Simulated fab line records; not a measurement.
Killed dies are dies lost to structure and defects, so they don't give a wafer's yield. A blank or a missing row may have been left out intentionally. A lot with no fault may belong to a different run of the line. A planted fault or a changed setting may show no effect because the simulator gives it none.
A lot that was struck, set against a sound lot :: flow n5Finfet :: 18 steps out of a route of 1938
Sound: the wafers L371.1, L371.4, L371.6. Struck: wafers L378.3, L378.6. (L378.2 of the same lot was not struck and is left out.) The cause comes at the end.
Order at every step that has rows: each side's tool, ch and its chambers, its first start. Under that, the readings that differ: sound wafers :: struck wafers :: difference of the means :: sigmas: that difference in standard deviations of wafers without a fault.
alike: same words and numbers on both sides, and readings whose means sit less than 2 such deviations apart. not compared: any withheld reading, any reading some wafer has no value for, any bound like >300 that may hide the same value, and any number with overlapping values for which the record gives no deviation.
Wherever a step has rows on one side only, a row that says differs or no value, or a row with sigmas, the two part there. Numbers that don't overlap but have no deviation are shown without sigmas and don't part them. Lack of a reading on every wafer of one side parts them only where that side has two or more wafers.

N5_FIN_SAQP_THK_MEAS_05:
  sound on filmMetro-02 at day 2 21:50; struck on filmMetro-02 at day 4 15:18
  alike: thkNm
N5_FIN_SAQP_PECVD_47: deposits a-Si from SiH4/He, target thk 45 nm, time 36.3 s.
  sound on pecvd-01 ch 0,1, day 2 21:52; struck on pecvd-03 ch 0,2, day 4 15:20
  alike: heaterPowerOuterW, heaterPowerW, showerheadPlenumPTorr, throttleValvePct
N5_FIN_SAQP_PECVD_48: deposits SiNx from SiH4/NH3/N2, target thk 25 nm, time 22.1 s.
  sound on pecvd-01 ch 0,1, day 2 21:56; struck on pecvd-03 ch 0,2, day 4 15:23
  alike: heaterPowerOuterW, heaterPowerW, showerheadPlenumPTorr, throttleValvePct
N5_FIN_SAQP_PECVD_06: deposits a-Si from SiH4/He, target thk 60 nm, time 48.1 s.
  sound on pecvd-01 ch 0,1, day 2 21:59; struck on pecvd-03 ch 0,2, day 4 15:25
  alike: heaterPowerOuterW, heaterPowerW, showerheadPlenumPTorr, throttleValvePct
N5_FIN_SAQP_THK_MEAS_07:
  sound on filmMetro-02 at day 2 22:07; struck on filmMetro-02 at day 4 15:31
  alike: thkNm
N5_FIN_SAQP_HM_DEP_72: deposits SiO2 from SiH4/N2O, target thk 12 nm, time 7.2 s.
  sound on pecvd-03 ch 1,2, day 2 22:08; struck on pecvd-03 ch 1,2, day 4 15:32
  alike: heaterPowerOuterW, heaterPowerW, showerheadPlenumPTorr
then, 6 steps without rows for these wafers: N5_FIN_SAQP_COAT_49 (time 60 s, resist thk 100 nm); N5_FIN_SAQP_COAT_50 (time 60 s, resist thk 35 nm); N5_FIN_SAQP_COAT_10 (resist thk 90 nm); N5_FIN_SAQP_EBR_12; N5_FIN_SAQP_SOFTBAKE_11 (time 60 s); N5_FIN_SAQP_EXPOSE_13 (exposes mask FIN CORE, target cd 35.6 nm).
N5_FIN_SAQP_PEB_14: peb time 60 s.
  sound on lithoTrack-03 ch 0, day 2 22:24; struck on lithoTrack-04 ch 0, day 4 15:56
then, 1 step without rows for these wafers: N5_FIN_SAQP_DEVELOP_15 (develop time 30 s).
N5_FIN_SAQP_CD_MEAS_16: the cd target is 35.6 nm.
  sound on cdSem-03 ch 0, day 2 22:28; struck on cdSem-01 ch 0, day 4 15:59
reading: cdNm (nm)
sound: 36.0 35.8 35.9
struck: 31.7 31.5
difference: -4.3
sigmas: -14
N5_FIN_SAQP_OVL_MEAS_17:
  sound on overlay-01 ch 0, day 2 22:31; struck on overlay-02 ch 0, day 4 16:02
reading: FIN_CORE_OVL (nm)
sound: 0.8 1.9 0.4
struck: -0.2 -1.4
difference: -1.8
sigmas: -2
-- a jump in the record: the struck wafers' starts before and after are 7 days apart (it breaks off in module FIN_SAQP and resumes in module BEOL_M4, where the first step shown is number 1111 of the route) --
N5_BEOL_M4_RC_MEAS_101:
  sound on prober-01 ch 0, day 10 05:46; struck on prober-02 ch 0, day 12 00:50
reading: SS_N (mV/dec)
sound: 71.1 70.5 70.6
struck: 72.2 71.9
difference: +1.3
sigmas: +3
  alike: DIBL_N, DIBL_P, IOFF_N, IOFF_P, ION_N, ION_P, SS_P, VT_N, VT_P
-- record jumps: 5 days separate the struck wafers' starts on either side; left off in module BEOL_M4, taken up again in module PASSIVATION, whose first shown step is the route's number 1936 --
N5_PASSIVATION_PROBE_49:
  record: rows for the struck wafers here (prober-02, day 16 22:08), none for the sound ones

== WHERE THEY PART ==
Earliest at N5_FIN_SAQP_CD_MEAS_16; latest, in this record, at N5_PASSIVATION_PROBE_49.

WHY: what the simulator had put in
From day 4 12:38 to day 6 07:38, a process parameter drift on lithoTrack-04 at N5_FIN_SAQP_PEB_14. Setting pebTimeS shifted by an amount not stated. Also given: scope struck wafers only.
